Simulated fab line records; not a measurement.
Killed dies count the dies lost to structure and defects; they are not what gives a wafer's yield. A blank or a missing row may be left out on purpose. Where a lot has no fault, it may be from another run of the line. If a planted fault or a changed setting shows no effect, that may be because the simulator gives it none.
Which tool did it?    flow n5_finfet    30 wafers from 10 lots sampled at 5 of the route's 1938 steps

== WHAT THE GAUGES READ, wafer by wafer ==
N5_BEOL_M4_RC_MEAS_101.
lot   measured      on         CJ_N            CJ_P            DIBL_N (mV/V)   DIBL_P (mV/V)   IOFF_N (nA/um)  IOFF_P (nA/um)  ION_N (uA/um)  ION_P (uA/um)  RS_PWELL (ohm/sq)  SS_N (mV/dec)   SS_P (mV/dec)   VT_N (mV)    VT_P (mV)
L267  day 8 04:59   prober-02  4.25 4.26 4.25  6.09 5.60 5.66  36.6 37.2 34.5  37.3 38.7 35.6  0.13 0.17 0.12  0.17 0.19 0.15  652 679 660    446 456 444    2972 2957 2983     71.1 72.3 70.7  72.5 74.0 72.3  254 247 255  -257 -251 -256
L268  day 8 07:29   prober-01  4.39 4.33 4.42  5.74 5.54 5.75  35.8 33.8 35.6  35.9 32.6 34.7  0.15 0.11 0.15  0.24 0.19 0.22  678 659 672    477 464 470    3040 3042 3009     71.1 70.3 71.3  73.3 72.6 72.8  249 253 248  -246 -251 -247
L271  day 9 05:44   prober-01  4.61 4.48 4.32  6.01 5.82 5.88  38.3 35.9 36.2  35.2 32.5 33.4  0.17 0.13 0.13  0.21 0.18 0.19  679 662 671    465 458 460    2988 2996 3021     71.6 71.3 71.5  73.2 71.8 72.3  248 248 251  -249 -251 -250
L272  day 9 08:32   prober-01  4.40 4.58 4.36  6.09 5.87 5.99  37.3 36.5 34.3  36.4 34.5 33.2  0.17 0.17 0.13  0.23 0.20 0.18  673 678 668    467 459 457    3054 3025 3048     71.5 71.8 70.1  73.2 72.7 72.1  250 247 249  -247 -249 -250
L274  day 9 21:27   prober-02  4.30 4.29 4.26  5.19 5.79 5.43  34.3 33.2 35.8  33.8 33.0 37.2  0.13 0.12 0.16  0.17 0.15 0.22  659 648 670    452 440 458    3009 2992 3000     71.4 70.8 71.2  72.2 72.7 73.9  255 257 249  -256 -258 -252
L275  day 10 04:14  prober-01  4.84 4.85 4.81  4.73 5.07 5.20  36.9 35.1 34.6  38.9 36.4 35.9  0.20 0.15 0.15  0.31 0.25 0.24  664 671 653    466 472 467    3103 3088 3146     71.2 70.8 70.2  74.2 73.0 73.9  246 247 251  -245 -248 -245
L276  day 10 08:41  prober-02  5.02 4.89 4.89  4.36 4.23 4.78  37.0 37.0 36.7  37.8 39.3 38.5  0.15 0.15 0.15  0.25 0.28 0.25  658 662 665    473 474 468    3177 3151 3173     71.4 71.4 71.4  73.1 74.3 72.8  250 250 251  -246 -244 -245
L278  day 10 22:03  prober-01  4.91 4.90 4.90  4.59 4.40 4.37  34.9 36.4 35.8  36.5 38.0 36.9  0.14 0.17 0.14  0.25 0.28 0.25  661 668 664    476 476 473    3081 3095 3071     71.5 72.0 71.6  72.6 73.8 73.5  252 249 251  -245 -242 -247
L288  day 13 06:59  prober-02  4.49 4.35 4.43  5.69 5.95 5.82  33.0 38.4 35.4  30.8 38.8 34.2  0.11 0.20 0.13  0.15 0.27 0.19  649 676 670    449 463 463    3048 3064 3022     71.1 71.9 71.2  72.6 74.0 72.6  257 248 251  -254 -244 -249
L290  day 15 03:51  prober-02  4.43 4.32 4.21  5.57 5.61 5.61  38.7 36.5 34.7  39.5 37.2 35.7  0.20 0.16 0.13  0.25 0.22 0.20  694 679 661    469 470 465    2983 2982 2982     72.4 72.2 71.4  73.6 73.4 72.2  244 250 252  -246 -247 -252

== TOOL THAT RAN EACH LOT (tool first, then ch and the chambers of the sampled wafers, then the start) ==
lot   N5_WELL_APT_EPI_41              N5_BEOL_M4_SPUTTER_86         N5_BEOL_M4_SPUTTER_92         N5_BEOL_M4_DEP_57
L267  epi_rpcvd-01 ch 0, day 1 16:38  pvd_sputter-01, day 8 02:32   pvd_sputter-01, day 8 03:11   pecvd-04 ch 0,1,2, day 8 04:43
L268  epi_rpcvd-04 ch 0, day 1 22:14  pvd_sputter-01, day 8 05:17   pvd_sputter-01, day 8 05:57   pecvd-03 ch 1,2, day 8 07:22
L271  epi_rpcvd-04 ch 0, day 2 16:19  pvd_sputter-01, day 9 02:45   pvd_sputter-01, day 9 03:25   pecvd-03 ch 0,1,2, day 9 05:19
L272  epi_rpcvd-04 ch 0, day 2 22:16  pvd_sputter-03, day 9 06:11   pvd_sputter-03, day 9 06:50   pecvd-03 ch 0,1, day 9 08:16
L274  epi_rpcvd-04 ch 0, day 3 10:46  pvd_sputter-01, day 9 19:15   pvd_sputter-01, day 9 19:55   pecvd-03 ch 1,2, day 9 21:20
L275  epi_rpcvd-04 ch 0, day 3 16:49  pvd_sputter-01, day 10 01:59  pvd_sputter-01, day 10 02:38  pecvd-03 ch 1,2, day 10 04:07
L276  epi_rpcvd-04 ch 0, day 3 22:15  pvd_sputter-01, day 10 05:59  pvd_sputter-01, day 10 06:38  pecvd-04 ch 0,1,2, day 10 08:25
L278  epi_rpcvd-04 ch 0, day 4 10:26  pvd_sputter-02, day 10 19:42  pvd_sputter-02, day 10 20:22  pecvd-01 ch 0,1,2, day 10 21:47
L288  epi_rpcvd-04 ch 0, day 6 23:13  pvd_sputter-01, day 13 04:37  pvd_sputter-01, day 13 05:17  pecvd-03 ch 0,1, day 13 06:42
L290  epi_rpcvd-01 ch 0, day 7 10:15  pvd_sputter-02, day 15 00:51  pvd_sputter-02, day 15 01:31  pecvd-04 ch 0,1,2, day 15 03:44
- N5_WELL_APT_EPI_41: deposits Si from SiH4/H2, target thk 50 nm, time 297.7 s.
- N5_BEOL_M4_SPUTTER_86: material Cu, target thk 4.5 nm, time 8.29 s.
- N5_BEOL_M4_SPUTTER_92: material Cu, target thk 4.5 nm, time 8.29 s.
- N5_BEOL_M4_DEP_57: deposits SiCN from 3MS/NH3, target thk 8 nm, time 14 s.

== AS READ BY THE TOOLS THEMSELVES (means over the sampled wafers that have a number; for cases with no such wafer, the mark the record gives instead) ==
N5_WELL_APT_EPI_41.
lot   tool          throttle_valve_pct (%)
L267  epi_rpcvd-01  11.34
L268  epi_rpcvd-04  11.21
L271  epi_rpcvd-04  11.21
L272  epi_rpcvd-04  11.22
L274  epi_rpcvd-04  11.19
L275  epi_rpcvd-04  11.29
L276  epi_rpcvd-04  11.25
L278  epi_rpcvd-04  11.13
L288  epi_rpcvd-04  11.38
L290  epi_rpcvd-01  11.18

N5_BEOL_M4_SPUTTER_86.
lot   tool            throttle_valve_pct (%)
L267  pvd_sputter-01  30.7
L268  pvd_sputter-01  31.5
L271  pvd_sputter-01  30.5
L272  pvd_sputter-03  31.2
L274  pvd_sputter-01  31.3
L275  pvd_sputter-01  30.8
L276  pvd_sputter-01  30.9
L278  pvd_sputter-02  29.4
L288  pvd_sputter-01  30.4
L290  pvd_sputter-02  29.4

N5_BEOL_M4_SPUTTER_92.
lot   tool            throttle_valve_pct (%)
L267  pvd_sputter-01  30.7
L268  pvd_sputter-01  31.5
L271  pvd_sputter-01  30.7
L272  pvd_sputter-03  31.1
L274  pvd_sputter-01  31.1
L275  pvd_sputter-01  30.9
L276  pvd_sputter-01  30.8
L278  pvd_sputter-02  29.2
L288  pvd_sputter-01  30.5
L290  pvd_sputter-02  29.4

N5_BEOL_M4_DEP_57.
lot   tool      showerhead_plenum_p_Torr (Torr)  throttle_valve_pct (%)
L267  pecvd-04  3.656                            9.6
L268  pecvd-03  3.671                            9.0
L271  pecvd-03  3.669                            9.2
L272  pecvd-03  3.680                            9.3
L274  pecvd-03  3.681                            9.4
L275  pecvd-03  3.668                            9.1
L276  pecvd-04  3.658                            9.5
L278  pecvd-01  3.667                            8.7
L288  pecvd-03  3.682                            9.4
L290  pecvd-04  3.660                            9.7

== THE ANSWER, worked out from the rows above alone ==
Rule: the lots themselves supply what counts as usual. The widest of any qualifying gaps counts: lots, ordered by their means at a reading, are off when they make up no more than a third of the lots, leave a main group of 4 or more, and stand apart from it by 3 or more times the standard deviation of that group's means. If all means in a main group match to the digits the tables above print for the reading, that group is not used. A lot without any number at a reading at which 4 lots or more have one is off too. Any other lot the step has rows for is counted as sound. Order of review: gauges by route order, followed by the tools' own readings, for which a lot's mean as printed above is used. The first step at which some lot is off is used, and at that step the reading that is off furthest; a lot without a number counts as furthest.
Off: L275, L276, L278, seen at N5_BEOL_M4_RC_MEAS_101 (CJ_N). For the main group the mean is 4.37 and the standard deviation 0.078.
A tool fits if, at a process step before that reading, it ran every lot that is off, and no sound lot after the first of them. Those tools and the gauges at N5_BEOL_M4_RC_MEAS_101 are tried in the same way. Not one of the candidates tried fits.

== WHAT HAD BEEN PUT IN BY THE SIMULATOR ==
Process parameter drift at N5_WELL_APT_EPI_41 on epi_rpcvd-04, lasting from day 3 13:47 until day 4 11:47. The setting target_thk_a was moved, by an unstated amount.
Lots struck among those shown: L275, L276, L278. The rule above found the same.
